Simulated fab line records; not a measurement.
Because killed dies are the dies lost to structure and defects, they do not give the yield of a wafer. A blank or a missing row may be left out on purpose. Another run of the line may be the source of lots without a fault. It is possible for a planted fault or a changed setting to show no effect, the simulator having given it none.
fab line records | flow n5-finfet
[record] lots = 11 wafers = 33 last-day = 19
route steps=1938 shown GATE_CUT@469 MIM_BOT_LITHO@1865 MIM_BOT_ETCH@1869 PASSIVATION@1906
lots untouched by any fault: they come from a run of this same line in which no faults occurred
start-h: hours from the record's opening day to when the first of the lot's shown wafers began | wait-h: hours from the lot's prior step to this one | " as in the row above | L1.1+2: several wafers, shown together as one row | - no value, or no start given | * or withheld: withheld | < > ~ a bound
route shown NAME@n: NAME is a module with steps in the file, n the number in the route of the first one | usual: mean/standard deviation taken from wafers without a fault | same: alike in all rows | chamber/n: place in a boat | sites: per-site readings | _std_site: standard deviation across them | _edge_site: mean of outer sites minus mean of inner sites | radius-mm: how far each site lies from the wafer's centre | mask NAME#n: copy n | behind: the tool/chamber that last shaped the wafer | hold: why the lot went on hold/how many hours it stayed there/how the hold came to an end | device: transistor that didn't switch, given as n, p or np | end of line: the same wafers' tests at the end of the route | a step without rows: its recipe alone | killed: count of dies lost to structure and defects at first sort (not the wafer's yield) | map: a wafer's dies, marking killed ones x, the rest . and places with no die _
set.NAME: the setting as run; set.NAME@STEP: as run at that earlier step | model.NAME: the simulator's own value behind a step, which no gauge read
the route's steps for a sample of lots (tables are steps, rows are wafers)
services: when a tool's chamber went out of use (start-h, in hours from the record's first day, below 0 if earlier), for how many hours, and the reason
[[steps]]
[step N5_GATE_CUT_ETCH_58]
[recipe] chemistry = CH3F/O2 target = SiNx target-depth-a = 170 time-s = 128.6 ion-energy-ev = 50 pressure-mtorr = 30 source-w = 415 bias-w = 21 Ar_flow_sccm = 150 CH3F_flow_sccm = 30 O2_flow_sccm = 20
[usual] drypump-motor-current-A = 5.8/0.58 oes-product-au = 0.80/0.079 rf-vpp-V = 99.0/0.87 showerhead-plenum-p-Torr = 1.99/0.057 throttle-valve-pct = 16.31/0.19
// columns lot.wafer tool chamber start-h wait-h drypump-motor-current-A oes-product-au rf-hours-counter-h rf-vpp-V showerhead-plenum-p-Torr throttle-valve-pct
L290.1 rie-diel-04 2 79.74 0.1 5.2 0.73 167 97.8 1.91 16.32
L290.3 " 1 " " 5.1 0.95 10 99.2 2.03 16.22
L290.5 " 0 " " 6.0 1.03 - 100.5 1.98 16.12
L291.1 rie-diel-06 2 87.98 0.0 5.7 0.79 110 98.6 1.92 16.33
L291.3 " 3 " " 4.9 0.77 124 100.5 2.02 16.39
L291.6 " 2 " " 5.7 0.80 - 98.3 1.92 16.34
L293.2 rie-diel-02 3 98.03 0.2 6.8 0.85 72 100.9 1.95 16.61
L293.4 " 2 " " 6.5 0.83 52 97.9 1.96 16.15
L293.6 " 3 " " 6.8 0.84 - 98.6 1.95 16.61
L294.1 rie-diel-02 0 105.48 0.0 5.4 0.92 29 97.4 2.02 15.97
L294.4 " 3 " " 6.8 0.83 74 98.1 1.95 16.59
L294.6 " 2 " " 6.5 0.83 - 98.8 1.96 16.15
L295.1 rie-diel-02 2 112.45 0.0 6.5 0.82 56 100.3 1.96 16.14
L295.2 " 1 " " 6.4 0.78 140 99.8 2.08 15.98
L295.4 " 3 " " 6.8 0.83 76 98.8 1.95 16.59
L296.1 rie-diel-06 3 117.54 0.0 4.9 0.77 132 98.0 2.01 16.41
L296.3 " 1 " " 6.0 0.72 182 97.9 2.07 16.56
L296.4 " 1 " " 6.0 0.72 - 99.8 2.07 16.56
L297.2 rie-diel-06 3 120.93 0.1 4.9 0.75 133 99.2 2.01 16.41
L297.4 " 1 " " 6.0 0.71 - 98.4 2.06 16.57
L297.6 " 3 " " 4.9 0.75 - 97.4 2.01 16.40
L299.1 rie-diel-04 0 136.59 0.1 6.0 0.95 17 98.0 1.97 16.16
L299.2 " 2 " " 5.2 0.71 182 97.8 1.90 16.37
L299.5 " 2 " " 5.2 0.71 - 98.5 1.90 16.36
L301.2 rie-diel-04 2 148.97 0.1 5.2 0.71 187 98.6 1.90 16.36
L301.4 " 1 " " 5.1 0.90 29 99.4 2.02 16.25
L301.6 " 3 " " 5.6 0.79 - 99.6 1.93 16.39
L311.1 rie-diel-06 3 204.44 0.1 4.9 0.73 161 99.5 2.00 16.47
L311.3 " 2 " " 5.7 0.77 144 98.9 1.91 16.41
L311.4 " 3 " " 4.9 0.73 - 100.0 2.00 16.46
L313.1 rie-diel-06 2 218.57 0.1 5.7 0.76 149 98.6 1.91 16.41
L313.3 " 0 " " 6.5 0.90 25 99.4 2.04 16.11
L313.6 " 3 " " 4.9 0.73 - 100.0 2.00 16.47
[step N5_MIM_BOT_LITHO_DESCUM_10]
[recipe] chemistry = O2 time-s = 7.9 source-power-w = 50 bias-power-w = 20 pressure-mtorr = 20 rf-frequency-hz = 2.712e+07 temp-c = 40 o2-flow-sccm = 225
[usual] drypump-motor-current-A = 5.7/0.4 oes-product-au = 0.80/0.053 rf-vpp-V = 243.3/1.8 showerhead-plenum-p-Torr = 2.11/0.1 throttle-valve-pct = 20.48/0.24
// columns lot.wafer tool chamber start-h wait-h drypump-motor-current-A oes-product-au rf-hours-counter-h rf-vpp-V showerhead-plenum-p-Torr throttle-valve-pct
L291.1 rie-diel-01 0 307.86 0.7 5.6 0.82 68 242.1 2.02 20.32
L291.3 " 1 " " 5.8 0.82 104 241.5 2.04 20.49
L291.6 " 2 " " 5.1 0.86 - 242.5 2.02 20.08
L290.1 rie-diel-05 0 313.66 0.0 5.5 0.74 160 239.6 1.93 20.85
L290.3 " 1 " " 5.5 0.83 60 241.5 2.03 20.30
L290.5 " 0 " " 5.5 0.75 - 238.7 1.93 20.87
L293.2 rie-diel-03 3 314.09 0.0 6.4 0.68 235 243.6 2.07 20.43
L293.4 " 2 " " 5.6 0.91 - 245.5 2.25 20.48
L293.6 " 1 " " 5.4 0.82 - 244.9 2.19 20.47
L294.1 rie-diel-05 2 327.23 0.0 5.7 0.77 107 243.9 2.21 20.51
L294.4 " 1 " " 5.5 0.82 65 243.0 2.03 20.31
L294.6 " 0 " " 5.5 0.74 - 240.8 1.93 20.89
L297.2 rie-diel-05 3 337.43 0.0 5.5 0.87 37 244.3 2.13 20.46
L297.4 " 0 " " 5.5 0.73 168 239.9 1.93 20.89
L297.6 " 3 " " 5.5 0.86 - 244.9 2.13 20.45
L295.1 rie-diel-05 2 337.62 0.0 5.6 0.79 111 245.0 2.21 20.51
L295.2 " 0 " " 5.6 0.74 168 240.6 1.93 20.90
L295.4 " 3 " " 5.5 0.86 37 244.9 2.13 20.46
L296.1 rie-diel-01 2 337.96 0.0 5.1 0.83 65 241.8 2.02 20.09
L296.3 " 3 " " 6.4 0.80 90 245.8 2.21 20.77
L296.4 " 3 " " 6.5 0.81 - 244.2 2.21 20.78
L301.2 rie-diel-03 0 349.35 0.0 5.6 0.85 52 245.5 2.21 20.09
L301.4 " 0 " " 5.6 0.86 - 246.0 2.21 20.09
L301.6 " 1 " " 5.4 0.79 - 243.9 2.18 20.51
L299.1 rie-diel-01 3 353.40 0.1 6.5 0.78 98 244.8 2.21 20.79
L299.2 " 1 " " 5.9 0.80 123 241.3 2.04 20.50
L299.5 " 3 " " 6.4 0.79 - 245.3 2.21 20.81
L311.1 rie-diel-05 3 416.79 0.0 5.5 0.82 66 244.0 2.12 20.50
L311.3 " 2 " " 5.6 0.76 136 243.4 2.20 20.54
L311.4 " 0 " " 5.5 0.72 199 241.0 1.91 20.92
L313.1 rie-diel-01 3 440.33 0.0 6.5 0.76 138 245.1 2.20 20.85
L313.3 " 3 " " 6.5 0.76 - 245.2 2.20 20.85
L313.6 " 1 " " 5.8 0.77 - 242.1 2.03 20.56
[step N5_MIM_BOT_ETCH_STRIP_01]
[recipe] chemistry = O2 power-w = 600 temp-c = 60 pressure-mtorr = 30 rf-frequency-hz = 6e+07 bias-power-w = 0 overash-fraction = 0.5 o2-flow-sccm = 225
[usual] drypump-motor-current-A = 5.7/0.42 oes-product-au = 0.81/0.054 rf-vpp-V = 3.6/1.3 showerhead-plenum-p-Torr = 2.11/0.1 throttle-valve-pct = 16.69/0.25
// columns lot.wafer tool chamber start-h wait-h drypump-motor-current-A oes-product-au rf-hours-counter-h rf-vpp-V showerhead-plenum-p-Torr throttle-valve-pct
L291.1 rie-diel-01 1 308.26 0.1 5.8 0.83 104 3.0 2.05 16.64
L291.3 " 2 " " 5.1 0.85 53 4.8 2.02 16.32
L291.6 " 0 " " 5.6 0.81 - 4.0 2.02 16.56
L290.1 rie-diel-05 3 314.05 0.1 5.5 0.88 28 1.6 2.14 16.68
L290.3 " 0 " " 5.6 0.75 160 4.9 1.93 17.10
L290.5 " 1 " " 5.6 0.84 - 4.3 2.03 16.59
L293.2 rie-diel-03 3 314.72 0.2 6.4 0.67 235 2.5 2.08 16.68
L293.4 " 1 " " 5.4 0.81 - 5.1 2.19 16.70
L293.6 " 2 " " 5.7 0.90 - 2.7 2.26 16.67
L294.1 rie-diel-03 1 327.62 0.1 5.5 0.82 106 2.4 2.19 16.75
L294.4 " 2 " " 5.7 0.89 - 7.2 2.25 16.68
L294.6 " 1 " " 5.5 0.80 - 2.5 2.19 16.68
L297.2 rie-diel-01 3 337.82 0.1 6.5 0.81 90 2.2 2.22 16.98
L297.4 " 1 " " 5.8 0.81 - 2.6 2.05 16.71
L297.6 " 2 " " 5.1 0.83 - 2.6 2.02 16.38
L295.1 rie-diel-01 1 338.22 0.2 5.8 0.80 114 3.2 2.04 16.70
L295.2 " 2 " " 5.1 0.85 65 4.9 2.02 16.36
L295.4 " 2 " " 5.1 0.81 - 2.3 2.02 16.34
L296.1 rie-diel-01 3 338.35 0.1 6.5 0.80 90 2.3 2.22 16.96
L296.3 " 2 " " 5.1 0.84 65 1.7 2.02 16.37
L296.4 " 2 " " 5.1 0.83 - 0.5 2.02 16.31
L301.2 rie-diel-03 0 349.78 0.1 5.6 0.85 52 4.3 2.21 16.33
L301.4 " 2 " " 5.7 0.89 - 3.5 2.25 16.68
L301.6 " 0 " " 5.6 0.87 - 4.7 2.21 16.26
L299.1 rie-diel-01 1 353.78 0.1 5.8 0.81 123 4.1 2.04 16.69
L299.2 " 3 " " 6.5 0.80 98 2.7 2.22 16.96
L299.5 " 3 " " 6.4 0.79 - 4.1 2.21 17.00
L311.1 rie-diel-01 1 417.18 0.1 5.8 0.77 154 5.5 2.03 16.71
L311.3 " 3 " " 6.5 0.77 129 1.5 2.20 17.01
L311.4 " 3 " " 6.5 0.77 - 2.4 2.20 17.04
L313.1 rie-diel-05 1 440.87 0.2 5.6 0.77 108 2.8 2.02 16.64
L313.3 " 0 " " 5.5 0.73 208 4.5 1.92 17.21
L313.6 " 3 " " 5.5 0.82 - 2.4 2.12 16.69
[step N5_PASSIVATION_OVL_MEAS_63]
[recipe] points-per-wafer = 44
[usual] PAD_OVL = -2/5.3
// columns lot.wafer tool chamber start-h wait-h PAD_OVL[nm]
L291.1 overlay-01 0 312.03 0.0 -4
L291.3 " 0 " " -5
L291.6 " 0 " " 4
L290.1 overlay-02 0 320.97 0.0 5
L290.3 " 0 " " 5
L290.5 " 0 " " -1
L293.2 overlay-01 0 321.69 0.0 -6
L293.4 " 0 " " -10
L293.6 " 0 " " 0
L294.1 overlay-02 0 331.58 0.0 -11
L294.4 " 0 " " -4
L294.6 " 0 " " -11
L297.2 overlay-01 0 341.15 0.0 2
L297.4 " 0 " " 0
L297.6 " 0 " " -6
L295.1 overlay-02 0 343.51 0.0 3
L295.2 " 0 " " 3
L295.4 " 0 " " 11
L296.1 overlay-02 0 344.18 0.0 -10
L296.3 " 0 " " 0
L296.4 " 0 " " -3
L301.2 overlay-02 0 352.19 0.0 4
L301.4 " 0 " " 2
L301.6 " 0 " " 5
L299.1 overlay-01 0 360.24 0.0 2
L299.2 " 0 " " -2
L299.5 " 0 " " 7
L311.1 overlay-01 0 425.39 0.0 5
L311.3 " 0 " " 1
L311.4 " 0 " " -1
L313.1 overlay-02 0 445.45 0.0 -5
L313.3 " 0 " " -1
L313.6 " 0 " " -1
[step N5_PASSIVATION_PROBE_49]
[usual] killed_at_M0_to_M3 = 33/11 killed_at_M4_up = 14/5 killed-at-contacts = 11/7.3 killed-at-front-end = 43/12 killed-at-other = 4/3.1 killed-dies = 106/17 killed-on-rim = 14/3.8 killed-open = 69/13 killed-short = 34/8.7
[same] gross-dies = 1180 killed-at-back-side = 0
// columns lot.wafer tool chamber start-h wait-h killed_at_M0_to_M3 killed_at_M4_up killed-at-contacts killed-at-front-end killed-at-other killed-dies killed-on-rim killed-open killed-short
L291.1 prober-02 - 318.22 0.0 22 24 8 38 1 93 7 72 21
L291.3 prober-02 - 318.32 0.1 36 17 5 52 0 110 17 80 29
L291.6 prober-02 - 318.47 0.3 35 14 7 43 3 102 12 69 32
L290.1 prober-01 - 326.47 0.0 27 14 8 63 1 113 20 82 26
L290.3 prober-01 - 326.57 0.1 27 11 6 55 0 99 15 72 26
L290.5 prober-01 - 326.67 0.2 31 17 11 61 3 123 14 78 44
L297.2 prober-02 - 346.11 0.1 32 14 12 33 1 92 16 49 39
L297.4 prober-02 - 346.21 0.2 28 11 14 59 3 115 15 60 53
L297.6 prober-02 - 346.31 0.3 24 3 16 43 1 87 12 44 43
L296.1 prober-01 - 349.13 0.0 37 25 12 32 6 112 10 81 31
L296.3 prober-01 - 349.23 0.1 33 14 1 29 7 84 11 50 30
L296.4 prober-01 - 349.28 0.2 49 13 9 42 3 116 16 64 50
L301.2 prober-02 - 357.36 0.1 26 10 14 38 1 89 15 56 31
L301.4 prober-02 - 357.46 0.2 34 20 4 67 4 129 18 72 50
L301.6 prober-02 - 357.56 0.3 39 18 6 192 2 257 27 78 43
// killed by level:class
L291.1 BEOL_M4:geometric-particle:open=12 BEOL_M1:geometric-particle:open=7 BEOL_M3:geometric-particle:open=6 GATE_CUT:geometric-particle:short=6 GATE_CUT:geometric-particle:open=6 MOL_CONTACT_COAG:geometric-particle:open=6 STI_FIN_REVEAL:geometric-particle:open=5 BEOL_M2:geometric-particle:open=5
L291.3 STI_FIN_REVEAL:geometric-particle:open=26 BEOL_M0_SAQP:geometric-particle:short=10 BEOL_M1:geometric-particle:open=10 DUMMY_GATE:geometric-particle:open=9 BEOL_M4:geometric-particle:open=7 BEOL_M2:geometric-particle:open=6 MOL_CONTACT_COAG:geometric-particle:open=5 STARTING-WAFER:geometric-particle:short=5
L291.6 STI_FIN_REVEAL:geometric-particle:open=12 BEOL_M2:geometric-particle:open=9 FIN_SAQP:geometric-particle:short=7 GATE_CUT:geometric-particle:short=7 MOL_CONTACT_COAG:geometric-particle:open=7 BEOL_M1:geometric-particle:open=7 BEOL_M3:geometric-particle:open=5 GATE_CUT:geometric-particle:open=4
L290.1 STI_FIN_REVEAL:geometric-particle:open=30 BEOL_M3:geometric-particle:open=10 FIN_SAQP:geometric-particle:open=9 FIN_SAQP:geometric-particle:short=7 MOL_CONTACT_COAG:geometric-particle:open=5 BEOL_M2:geometric-particle:open=4 BEOL_M5:geometric-particle:open=4 BEOL_M4:geometric-particle:open=4
L290.3 STI_FIN_REVEAL:geometric-particle:open=23 FIN_SAQP:geometric-particle:open=11 BEOL_M0_SAQP:geometric-particle:open=6 MOL_CONTACT_COAG:geometric-particle:open=5 BEOL_M0_SAQP:geometric-particle:short=5 BEOL_M1:geometric-particle:short=5 BEOL_M1:geometric-particle:open=4 BEOL_M4:geometric-particle:open=4
L290.5 STI_FIN_REVEAL:geometric-particle:open=18 BEOL_M1:geometric-particle:open=11 STI_FIN_REVEAL:geometric-particle:short=10 MOL_CONTACT_COAG:geometric-particle:open=9 FIN_SAQP:geometric-particle:short=8 FIN_SAQP:geometric-particle:open=8 BEOL_M4:geometric-particle:open=8 GATE_CUT:geometric-particle:short=7
L297.2 FIN_SAQP:geometric-particle:short=10 BEOL_M0_SAQP:geometric-particle:open=10 MOL_CONTACT_COAG:geometric-particle:open=9 BEOL_M0_SAQP:geometric-particle:short=9 FIN_SAQP:geometric-particle:open=5 GATE_CUT:geometric-particle:short=5 BEOL_M3:geometric-particle:open=5 BEOL_M2:geometric-particle:open=4
L297.4 STI_FIN_REVEAL:geometric-particle:open=14 FIN_SAQP:geometric-particle:short=9 MOL_CONTACT_COAG:geometric-particle:short=8 BEOL_M1:geometric-particle:open=7 GATE_CUT:geometric-particle:short=7 STARTING-WAFER:geometric-particle:short=7 MOL_CONTACT_COAG:geometric-particle:open=6 BEOL_M0_SAQP:geometric-particle:short=6
L297.6 FIN_SAQP:geometric-particle:short=16 FIN_SAQP:geometric-particle:open=10 MOL_CONTACT_COAG:geometric-particle:open=10 MOL_CONTACT_COAG:geometric-particle:short=6 BEOL_M0_SAQP:geometric-particle:open=5 BEOL_M0_SAQP:geometric-particle:short=5 BEOL_M2:geometric-particle:open=5 BEOL_M3:geometric-particle:short=4
L296.1 BEOL_M4:geometric-particle:open=12 MOL_CONTACT_COAG:geometric-particle:open=11 BEOL_M3:geometric-particle:open=11 BEOL_M2:geometric-particle:open=9 STI_FIN_REVEAL:geometric-particle:open=8 BEOL_M0_SAQP:geometric-particle:short=7 FIN_SAQP:geometric-particle:open=6 FIN_SAQP:geometric-particle:short=6
L296.3 BEOL_M3:geometric-particle:open=8 BEOL_M1:geometric-particle:open=7 FIN_SAQP:geometric-particle:short=6 STI_FIN_REVEAL:geometric-particle:open=6 BEOL_M2:geometric-particle:open=5 FIN_SAQP:geometric-particle:open=4 BEOL_M0_SAQP:geometric-particle:short=4 BEOL_M3:geometric-particle:short=4
L296.4 BEOL_M0_SAQP:geometric-particle:open=12 BEOL_M1:geometric-particle:open=10 FIN_SAQP:geometric-particle:short=9 BEOL_M0_SAQP:geometric-particle:short=8 GATE_CUT:geometric-particle:open=7 GATE_CUT:geometric-particle:short=6 MOL_CONTACT_COAG:geometric-particle:open=6 BEOL_M2:geometric-particle:open=6
L301.2 MOL_CONTACT_COAG:geometric-particle:open=11 FIN_SAQP:geometric-particle:short=7 GATE_CUT:geometric-particle:short=7 BEOL_M0_SAQP:geometric-particle:short=6 BEOL_M0_SAQP:geometric-particle:open=6 BEOL_M2:geometric-particle:open=5 BEOL_M3:geometric-particle:open=5 STARTING-WAFER:geometric-particle:open=5
L301.4 GATE_CUT:geometric-particle:short=14 FIN_SAQP:geometric-particle:short=12 BEOL_M4:geometric-particle:open=12 FIN_SAQP:geometric-particle:open=11 BEOL_M0_SAQP:geometric-particle:open=9 HKMG_FIN:area-etch=7 STI_FIN_REVEAL:geometric-particle:open=6 BEOL_M1:geometric-particle:open=6
L301.6 GATE_CUT:unspecified=133 FIN_SAQP:geometric-particle:short=18 BEOL_M0_SAQP:geometric-particle:open=12 FIN_SAQP:geometric-particle:open=10 BEOL_M2:geometric-particle:open=10 BEOL_M4:geometric-particle:open=9 DUMMY_GATE:geometric-particle:open=6 BEOL_M0_SAQP:geometric-particle:short=5
[[services]]
// columns tool chamber start-h hours kind
rie-diel-01 2 61.20 4.2 repair
rie-diel-04 3 65.13 6.8 repair
rie-diel-02 3 119.82 11.3 repair
rie-diel-02 - 136.73 2.7 repair
rie-diel-04 - 153.50 0.6 repair
rie-diel-06 1 160.12 7.3 repair
rie-diel-03 2 165.53 5.8 repair
rie-diel-02 2 188.45 8.4 repair
rie-diel-05 0 191.10 10.4 repair
rie-diel-01 2 193.46 18.9 repair
rie-diel-06 1 198.28 9.6 repair
rie-diel-03 2 206.92 7.6 repair
rie-diel-04 - 216.50 0.6 repair
rie-diel-02 1 227.08 8.1 repair
rie-diel-04 1 232.09 5.6 repair
rie-diel-03 - 255.51 15.6 pm
rie-diel-05 - 266.94 15.6 pm
rie-diel-01 - 288.94 2.8 pm
rie-diel-05 0 293.56 3.4 repair
rie-diel-06 3 296.14 2.1 repair
rie-diel-02 2 333.65 4.7 repair
rie-diel-05 2 381.55 8.7 repair
rie-diel-01 2 385.76 11.6 repair
rie-diel-01 2 437.56 4.9 repair
[[key]]
[first-sign] step = N5_PASSIVATION_PROBE_49 reading = killed-at-front-end direction = up sigmas = 13 usual = 43 struck = 192
[effect] step = N5_PASSIVATION_PROBE_49 reading = killed-dies direction = up sigmas = 8.9 usual = 106 struck = 257
[more-kills-born-at] N5_GATE_CUT_ETCH_58@rie-diel-04 = 133
met-at N5_GATE_CUT_ETCH_58
struck-lots L301
struck-wafers L301.6
tester-left-out L301
not-acting-at N5_MIM_BOT_LITHO_DESCUM_10,N5_MIM_BOT_ETCH_STRIP_01,N5_PASSIVATION_OVL_MEAS_63
[fault] kind = chamber-particle-source tool = rie-diel-04 chamber = 3 onset-h = 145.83 steps = N5_GATE_CUT_ETCH_58 rate-per-visit-cm2 = 1.3197 end-h = 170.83
// tester-left-out: of these lots the tester's yield and bins aren't shown, on N5 and GAA mostly nor the transistor test; their killed dies are dies lost to structure and defects alone, not to doping, threshold or leakage, so they don't give the yield
